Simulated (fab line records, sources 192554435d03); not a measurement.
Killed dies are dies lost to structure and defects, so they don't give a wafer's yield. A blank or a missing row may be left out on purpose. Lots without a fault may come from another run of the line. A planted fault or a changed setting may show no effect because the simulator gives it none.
Which tool did it? | flow n5_finfet | 10 lots, 30 wafers sampled, at 5 steps of a route of 1938

WHAT THE GAUGES READ, wafer by wafer
N5_BEOL_M8_THK_MEAS_01. Usual: M8_ILD_THK 155.2 nm, standard deviation 2.9.
lot  | measured     | on            | M8_ILD_THK (nm)   | flag
L908 | day 9 01:59  | film_metro-01 | 157.7 154.3 158.5 |
L912 | day 10 05:47 | film_metro-01 | 158.8 159.4 158.6 |
L911 | day 10 11:28 | film_metro-01 | 150.5 152.3 155.6 |
L914 | day 11 06:10 | film_metro-02 | 158.3 162.0 147.0 |
L917 | day 11 08:20 | film_metro-01 | 152.6 151.2 154.0 |
L915 | day 11 09:07 | film_metro-01 | 157.2 142.7 160.4 |
L925 | day 13 12:42 | film_metro-01 | 152.9 150.5 155.3 |
L928 | day 14 10:34 | film_metro-01 | 152.8 156.8 155.7 |
L931 | day 15 00:48 | film_metro-02 | 157.2 152.8 159.2 |
L930 | day 15 02:57 | film_metro-01 | 154.9 155.8 157.1 |

WHICH TOOL RAN EACH LOT (tool, then ch and the chambers of the sampled wafers, then the start)
lot  | N5_BEOL_M7_STRIP_36                | N5_BEOL_M7_STRIP_80                           | N5_BEOL_M7_DEGAS_44          | N5_BEOL_M8_ILD_DEP_00
L908 | rie_diel-05 ch 1,2,3, day 8 22:15  | rie_diel-05 ch 1,2,3, day 8 23:23 or earlier  | pvd_sputter-02, day 8 23:23  | pecvd-01 ch 0,1,2, day 9 01:25
L912 | rie_diel-05 ch 1,2,3, day 9 23:53  | rie_diel-05 ch 1,2,3, day 10 01:44 or earlier | pvd_sputter-01, day 10 01:44 | pecvd-01 ch 0,1, day 10 03:46
L911 | rie_diel-03 ch 0,2,3, day 10 07:25 | rie_diel-03 ch 0,2,3, day 10 08:25 or earlier | pvd_sputter-03, day 10 08:25 | pecvd-03 ch 0,1, day 10 10:52
L914 | rie_diel-03 ch 0,1, day 11 00:50   | rie_diel-03 ch 0,1, day 11 01:46 or earlier   | pvd_sputter-01, day 11 01:46 | pecvd-01 ch 0,1,2, day 11 05:37
L917 | rie_diel-02 ch 2,3, day 11 05:13   | rie_diel-02 ch 2,3, day 11 06:06 or earlier   | pvd_sputter-01, day 11 06:06 | pecvd-03 ch 0,1, day 11 07:46
L915 | rie_diel-02 ch 0,1,3, day 11 05:37 | rie_diel-02 ch 0,1,3, day 11 06:36 or earlier | pvd_sputter-01, day 11 06:36 | pecvd-01 ch 0,2, day 11 08:31
L925 | rie_diel-05 ch 0,1, day 13 07:19   | rie_diel-05 ch 0,1, day 13 10:20 or earlier   | pvd_sputter-01, day 13 10:20 | pecvd-03 ch 1,2, day 13 12:07
L928 | rie_diel-03 ch 0,1,2, day 14 06:40 | rie_diel-03 ch 0,1,2, day 14 07:43 or earlier | pvd_sputter-02, day 14 07:43 | pecvd-01 ch 0,2, day 14 09:58
L931 | rie_diel-05 ch 0,1,2, day 14 20:13 | rie_diel-05 ch 0,1,2, day 14 22:14 or earlier | pvd_sputter-02, day 14 22:14 | pecvd-01 ch 0,2, day 15 00:13
L930 | rie_diel-03 ch 0,1,2, day 14 22:34 | rie_diel-03 ch 0,1,2, day 14 23:16 or earlier | pvd_sputter-03, day 14 23:16 | pecvd-01 ch 0,1,2, day 15 02:22
- N5_BEOL_M7_STRIP_36: strips in N2/H2.
- N5_BEOL_M7_STRIP_80: strips in N2/H2, time 10 s.
- N5_BEOL_M7_DEGAS_44: time 60 s.
- N5_BEOL_M8_ILD_DEP_00: deposits SiCOH lowk from DEMS/porogen, target thk 179.75 nm, time 33.4 s.

WHAT THE TOOLS THEMSELVES READ (means of the sampled wafers that have a number; where no wafer has one, the mark that the record gives instead)
N5_BEOL_M7_STRIP_36. Usual: chamber_pressure_mTorr 20.00 mTorr, standard deviation 0.034; drypump_motor_current_A 5.8 A, standard deviation 0.49; oes_product_au 0.79 a.u., standard deviation 0.071; power_w 450.0 W, standard deviation 1.3; rf_vpp_V 59.2 V, standard deviation 1.6; showerhead_plenum_p_Torr 2.53 Torr, standard deviation 0.053; throttle_valve_pct 23.6 %, standard deviation 0.36.
lot  | tool        | chamber_pressure_mTorr (mTorr) | drypump_motor_current_A (A) | oes_product_au (a.u.) | power_w (W) | rf_vpp_V (V) | showerhead_plenum_p_Torr (Torr) | throttle_valve_pct (%) | flag
L908 | rie_diel-05 | 20.01                          | 6.0                         | 0.79                  | 450.0       | 59.1         | 2.54                            | 23.5                   |
L912 | rie_diel-05 | 20.01                          | 6.0                         | 0.78                  | 449.3       | 58.8         | 2.54                            | 23.5                   |
L911 | rie_diel-03 | 19.95                          | 5.9                         | 0.78                  | 449.6       | 59.5         | 2.54                            | 23.6                   |
L914 | rie_diel-03 | 20.02                          | 5.0                         | 0.85                  | 449.5       | 58.0         | 2.55                            | 23.5                   |
L917 | rie_diel-02 | 20.01                          | 6.1                         | 0.71                  | 449.1       | 60.2         | 2.52                            | 23.7                   |
L915 | rie_diel-02 | 20.00                          | 5.5                         | 0.78                  | 450.1       | 59.5         | 2.49                            | 23.8                   |
L925 | rie_diel-05 | 19.97                          | 5.8                         | 0.90                  | 451.0       | 61.1         | 2.53                            | 23.4                   |
L928 | rie_diel-03 | 20.01                          | 5.3                         | 0.84                  | 449.4       | 59.8         | 2.54                            | 23.5                   |
L931 | rie_diel-05 | 20.03                          | 5.8                         | 0.80                  | 450.7       | 59.5         | 2.53                            | 23.3                   |
L930 | rie_diel-03 | 20.03                          | 5.3                         | 0.84                  | 449.1       | 59.8         | 2.54                            | 23.5                   |

N5_BEOL_M7_STRIP_80. Usual: chamber_pressure_mTorr 20.000 mTorr, standard deviation 0.019; drypump_motor_current_A 5.8 A, standard deviation 0.49; oes_product_au 0.79 a.u., standard deviation 0.07; rf_vpp_V 59.2 V, standard deviation 0.99; showerhead_plenum_p_Torr 2.53 Torr, standard deviation 0.053; throttle_valve_pct 23.6 %, standard deviation 0.36.
lot  | tool        | chamber_pressure_mTorr (mTorr) | drypump_motor_current_A (A) | oes_product_au (a.u.) | rf_vpp_V (V) | showerhead_plenum_p_Torr (Torr) | throttle_valve_pct (%) | flag
L908 | rie_diel-05 | 19.997                         | 6.0                         | 0.79                  | 58.8         | 2.54                            | 23.5                   |
L912 | rie_diel-05 | 20.006                         | 6.0                         | 0.78                  | 58.7         | 2.54                            | 23.5                   |
L911 | rie_diel-03 | 20.013                         | 5.9                         | 0.77                  | 59.9         | 2.54                            | 23.7                   |
L914 | rie_diel-03 | 20.007                         | 5.0                         | 0.85                  | 60.1         | 2.55                            | 23.5                   |
L917 | rie_diel-02 | 20.000                         | 6.1                         | 0.71                  | 58.8         | 2.52                            | 23.7                   |
L915 | rie_diel-02 | 19.995                         | 5.5                         | 0.80                  | 59.1         | 2.49                            | 23.8                   |
L925 | rie_diel-05 | 19.982                         | 5.8                         | 0.89                  | 58.9         | 2.53                            | 23.4                   |
L928 | rie_diel-03 | 19.997                         | 5.3                         | 0.85                  | 59.1         | 2.54                            | 23.5                   |
L931 | rie_diel-05 | 19.998                         | 5.8                         | 0.80                  | 59.1         | 2.53                            | 23.3                   |
L930 | rie_diel-03 | 19.991                         | 5.3                         | 0.84                  | 59.0         | 2.54                            | 23.5                   |

N5_BEOL_M7_DEGAS_44. Usual: heater_power_w 325 W, standard deviation 19; susceptor_temp_C 250.01 C, standard deviation 0.17.
lot  | tool           | heater_power_w (W) | susceptor_temp_C (C) | flag
L908 | pvd_sputter-02 | 332                | 249.94               |
L912 | pvd_sputter-01 | 308                | 250.03               |
L911 | pvd_sputter-03 | 331                | 249.94               |
L914 | pvd_sputter-01 | 311                | 250.11               |
L917 | pvd_sputter-01 | 329                | 250.08               |
L915 | pvd_sputter-01 | 324                | 250.02               |
L925 | pvd_sputter-01 | 326                | 250.22               |
L928 | pvd_sputter-02 | 324                | 250.03               |
L931 | pvd_sputter-02 | 315                | 249.97               |
L930 | pvd_sputter-03 | 334                | 249.86               |

N5_BEOL_M8_ILD_DEP_00. Usual: heater_power_w 358 W, standard deviation 61; showerhead_plenum_p_Torr 5.739 Torr, standard deviation 0.026; susceptor_temp_C 299.99 C, standard deviation 0.18; throttle_valve_pct 13.5 %, standard deviation 0.66.
lot  | tool     | heater_power_w (W) | showerhead_plenum_p_Torr (Torr) | susceptor_temp_C (C) | throttle_valve_pct (%) | flag
L908 | pecvd-01 | 379                | 5.713                           | 300.02               | 13.3                   |
L912 | pecvd-01 | 329                | 5.754                           | 299.84               | 13.7                   |
L911 | pecvd-03 | 378                | 5.760                           | 300.15               | 13.7                   |
L914 | pecvd-01 | 391                | 5.722                           | 305.51               | 13.4                   | OFF
L917 | pecvd-03 | 347                | 5.755                           | 300.04               | 13.7                   |
L915 | pecvd-01 | 361                | 5.718                           | 305.67               | 13.1                   | OFF
L925 | pecvd-03 | 348                | 5.761                           | 300.22               | 13.7                   |
L928 | pecvd-01 | 361                | 5.744                           | 299.80               | 13.6                   |
L931 | pecvd-01 | 374                | 5.710                           | 299.98               | 13.1                   |
L930 | pecvd-01 | 401                | 5.723                           | 300.15               | 13.4                   |

THE ANSWER, worked out from the rows above alone
Rule: a lot is off if the mean of its wafers that have a number lies more than 3 standard deviations from the usual mean. A lot without any number at a reading at which 4 lots or more have one is off too. The other lots that the step has rows for count as sound. The gauges are gone through in route order, then the tools' own readings, and for those a lot's mean is taken as printed above. The first step at which some lot is off is used, and at that step the reading that is off furthest; a lot without a number counts as furthest.
Off: L914, L915, at N5_BEOL_M8_ILD_DEP_00 (susceptor_temp_C).
A tool fits if, at that step or a process step before it, it ran every lot that is off, and no sound lot after the first of them. N5_BEOL_M7_STRIP_80 gives no start for some lots, so the hours and the order of its lots are those of N5_BEOL_M7_DEGAS_44. None of those tried fits.

WHAT THE SIMULATOR HAD PUT IN
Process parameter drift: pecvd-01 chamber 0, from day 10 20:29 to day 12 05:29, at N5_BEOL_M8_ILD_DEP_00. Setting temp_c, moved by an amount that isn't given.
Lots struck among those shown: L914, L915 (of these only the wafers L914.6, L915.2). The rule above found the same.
